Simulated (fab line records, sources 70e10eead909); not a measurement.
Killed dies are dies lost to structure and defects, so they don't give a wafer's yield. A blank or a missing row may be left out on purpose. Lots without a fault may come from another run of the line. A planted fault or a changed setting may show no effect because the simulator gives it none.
One fault seen from 3 desks | flow nand_harc | each desk has only its own numbers; what lay behind them comes last

THE DEFECT DESK
What the inspections along the route counted, lot by lot: means of the sampled wafers that have a number. A lot is out of limits, marked OUT, if its mean lies more than 4 standard deviations from the usual mean; the brackets give that distance.
Columns: A = raw_defect_count at NHARC_A_M1_INSPECT_11, usual 30
lot  | first seen here | A
L719 | day 17 19:02    | 22
L722 | day 18 00:51    | 9
L721 | day 18 02:57    | 26
L724 | day 18 15:46    | 6
L725 | day 18 20:32    | 21
L723 | day 19 05:20    | 36
L728 | day 19 13:51    | 25
L727 | day 20 01:40    | 19
L729 | day 20 02:35    | 43
L731 | day 20 23:22    | 14
L730 | day 20 23:32    | 26
L739 | day 23 00:02    | 64
L741 | day 23 08:35    | 20
L742 | day 24 03:49    | 56
This desk's finding: nothing out of limits on any of the 14 lots.

THE METROLOGY DESK
What the gauges read, lot by lot, whatever tool the lot ran on: means of the sampled wafers that have a number. A lot is out of limits, marked OUT, if its mean lies more than 4 standard deviations from the usual mean; the brackets give that distance.
Columns: A = thk_nm at NHARC_A_BONDPAD_THK_MEAS_20, usual 169.6 nm
lot  | first seen here | A
L719 | day 18 02:11    | 168.7
L722 | day 18 08:18    | 168.5
L721 | day 18 10:04    | 170.2
L724 | day 18 23:11    | 169.9
L725 | day 19 04:32    | 168.7
L723 | day 19 12:31    | 167.6
L728 | day 19 21:07    | 169.5
L727 | day 20 09:05    | 169.8
L729 | day 20 09:43    | 170.7
L731 | day 21 06:25    | 169.3
L730 | day 21 06:55    | 168.2
L739 | day 23 07:20    | 29.9 (-87) OUT
L741 | day 23 16:18    | 29.9 (-87) OUT
L742 | day 24 11:34    | 168.6
This desk's finding: out of limits on L739, L741; first on L739, day 23 07:20 (thk_nm at NHARC_A_BONDPAD_THK_MEAS_20). In limits: L719, L722, L721, L724, L725, L723, L728, L727, L729, L731, L730, L742.

THE TOOL OWNER'S DESK: ecd_cu-01
The tool's own readings at NHARC_A_BONDPAD_ECD_18 (material Cu, target thk 400 nm): means of the sampled wafers that have a number, for each lot that ran on this tool. A lot is out of limits, marked OUT, if its mean lies more than 4 standard deviations from the usual mean; the brackets give that distance.
Columns: A = bath_heat_duty_pct at NHARC_A_BONDPAD_ECD_18, usual 6.4 %; B = bath_temp_c at NHARC_A_BONDPAD_ECD_18, usual 24.99 C
lot  | first seen here | A   | B
L719 | day 18 01:08    | 6.5 | 24.99
L722 | day 18 07:19    | 6.1 | 24.88
L721 | day 18 09:07    | 6.4 | 24.97
L724 | day 18 22:13    | 6.6 | 24.98
L723 | day 19 11:29    | 6.7 | 24.91
L727 | day 20 07:52    | 6.2 | 25.02
L731 | day 21 05:23    | 6.9 | 24.89
L730 | day 21 05:53    | 7.2 | 25.06
This desk's finding: nothing out of limits on any of the 8 lots.

PUT TOGETHER
The metrology desk could have raised an alarm at day 23 07:20, on L739, L741.
The defect desk saw nothing out of limits.
The tool owner's desk saw nothing out of limits.
The defect desk has L739, L741 on record, within its limits.
The tool owner's desk has no number on record for L739, L741.
Of the lots named, all ran NHARC_A_BONDPAD_ECD_18 on ecd_cu-01.

WHAT THE SIMULATOR HAD PUT IN
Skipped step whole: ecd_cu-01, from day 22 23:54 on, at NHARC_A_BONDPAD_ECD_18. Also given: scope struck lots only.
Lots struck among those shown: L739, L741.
Hours from the fault's start to each desk's first reading out of limits: the metrology desk, 7.
